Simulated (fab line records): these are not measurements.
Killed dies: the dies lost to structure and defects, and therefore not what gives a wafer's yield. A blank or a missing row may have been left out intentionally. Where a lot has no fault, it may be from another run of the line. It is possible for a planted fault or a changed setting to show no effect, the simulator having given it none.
One fault seen from 2 desks + flow nand_harc + numbers are kept per desk, each desk with only its own; the story behind them comes last

THE TOOL OWNER'S DESK: rie_diel-08
The tool's own readings at NHARC_P_CONTACT_ETCH_31 (etches the open film in CH3F/O2, target depth 30 nm, time 85.7 s): means of the sampled wafers that have a number, for each lot that ran on this tool. Any lot whose mean is over 4 standard deviations away from the usual mean is out of limits and marked OUT; that distance is given in the brackets.
Columns: A = drypump_motor_current_A at NHARC_P_CONTACT_ETCH_31, usual 5.76 A; B = oes_product_au at NHARC_P_CONTACT_ETCH_31, usual 0.980 a.u.; C = rf_vpp_V at NHARC_P_CONTACT_ETCH_31, usual 244.5 V; D = run_length_s at NHARC_P_CONTACT_ETCH_31, usual 107.2 s; E = showerhead_plenum_p_Torr at NHARC_P_CONTACT_ETCH_31, usual 2.46 Torr; F = throttle_valve_pct at NHARC_P_CONTACT_ETCH_31, usual 20.664 %
| lot  | first seen here | A    | B     | C     | D                      | E    | F      |
|------|-----------------|------|-------|-------|------------------------|------|--------|
| L778 | day 5 16:48     | 5.69 | 0.981 | 246.0 | 107.0                  | 2.51 | 20.656 |
| L782 | day 7 01:40     | 5.62 | 0.986 | 243.8 | 107.3                  | 2.46 | 20.669 |
| L785 | day 7 10:39     | 5.72 | 0.990 | 245.1 | 107.3                  | 2.51 | 20.660 |
| L791 | day 9 01:04     | 5.71 | 0.976 | 245.1 | 107.2                  | 2.48 | 20.665 |
| L792 | day 9 08:13     | 5.75 | 0.977 | 244.9 | 63.4 (-99 or more) OUT | 2.51 | 20.674 |
| L794 | day 9 17:19     | 5.73 | 0.944 | 245.7 | 63.4 (-99 or more) OUT | 2.51 | 20.678 |
Finding of this desk: L792, L794 out of limits; the first was L792 at day 9 08:13, on run_length_s at NHARC_P_CONTACT_ETCH_31. L778, L782, L785, L791 stayed within limits.

THE DEFECT DESK
Inspection counts along the route, by lot: the mean over sampled wafers that carry a number. Any lot whose mean is over 4 standard deviations away from the usual mean is out of limits and marked OUT; that distance is given in the brackets.
Columns: A = raw_defect_count at NHARC_P_CONTACT_INSPECT_27, usual 313
| lot  | first seen here | A   |
|------|-----------------|-----|
| L778 | day 6 05:29     | 359 |
| L779 | day 6 09:11     | 275 |
| L782 | day 7 09:27     | 376 |
| L785 | day 7 15:50     | 251 |
| L784 | day 7 16:22     | 256 |
| L786 | day 8 06:46     | 394 |
| L791 | day 9 03:23     | 299 |
| L792 | day 9 21:08     | 682 |
| L794 | day 9 21:53     | 385 |
| L796 | day 10 05:53    | 209 |
| L799 | day 11 11:35    | 171 |
| L800 | day 11 19:05    | 335 |
Finding of this desk: none of the 12 lots has anything out of limits.

BROUGHT TOGETHER
The tool owner's desk could have raised an alarm at day 9 08:13, on L792, L794.
The defect desk saw nothing out of limits.
The defect desk has L792, L794 on record, within its limits.
All the named lots went through NHARC_P_CONTACT_ETCH_31 on rie_diel-08.

WHAT THE SIMULATOR PUT IN
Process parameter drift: rie_diel-08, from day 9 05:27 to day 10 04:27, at NHARC_P_CONTACT_ETCH_31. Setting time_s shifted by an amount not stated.
Shown lots that were struck: L792, L794.
Time in hours from fault onset to the first out-of-limits reading at each desk: the tool owner's desk, 3.
